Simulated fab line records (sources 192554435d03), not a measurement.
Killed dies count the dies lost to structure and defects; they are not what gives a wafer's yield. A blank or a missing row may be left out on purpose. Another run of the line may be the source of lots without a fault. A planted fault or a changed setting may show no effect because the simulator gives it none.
Chamber matching / flow n5_finfet / cvd_co-01 running N5_BEOL_M4_PRE_CLEAN_60: 3 sister chambers
The step time 15 s. 3 wafers are shown with their chamber, then 10 later ones without.

== WAFERS WITH THEIR CHAMBER ==
wafer=L086.5; chamber=2; heater_power_w (W)=90
wafer=L091.1; chamber=1; heater_power_w (W)=79
wafer=L091.2; chamber=0; heater_power_w (W)=103

== WAFERS MISSING THEIR CHAMBER ==
wafer=L091.3; heater_power_w (W)=89
wafer=L095.2; heater_power_w (W)=101
wafer=L095.4; heater_power_w (W)=92
wafer=L095.5; heater_power_w (W)=106
wafer=L096.1; heater_power_w (W)=80
wafer=L096.3; heater_power_w (W)=103
wafer=L096.6; heater_power_w (W)=105
wafer=L097.3; heater_power_w (W)=78
wafer=L097.4; heater_power_w (W)=105
wafer=L097.6; heater_power_w (W)=90

== CHAMBER TAKEN BY EACH ==
wafer=L091.3; from the rows above=2; in truth=2
wafer=L095.2; from the rows above=0; in truth=0
wafer=L095.4; from the rows above=2; in truth=2
wafer=L095.5; from the rows above=0; in truth=0
wafer=L096.1; from the rows above=1; in truth=1
wafer=L096.3; from the rows above=0; in truth=0
wafer=L096.6; from the rows above=0; in truth=0
wafer=L097.3; from the rows above=1; in truth=1
wafer=L097.4; from the rows above=0; in truth=0
wafer=L097.6; from the rows above=2; in truth=2
Correct placement for 10 of the 10. Not placeable from these rows: 0. Number placed wrongly: 0.
How it was worked out, from the rows above alone: a wafer's distance from a chamber is the root of the sum, over the readings, of the square of ((its reading less the chamber's mean) divided by the reading's scatter). If the next closest chamber is less than 2 further off than the closest, the wafer can't be placed; otherwise it belongs to the closest. A chamber's mean is the mean of its shown wafers. The scatter: with one shown wafer a chamber, the root of the mean of the squares of how far each hidden wafer lies from its nearest shown one.
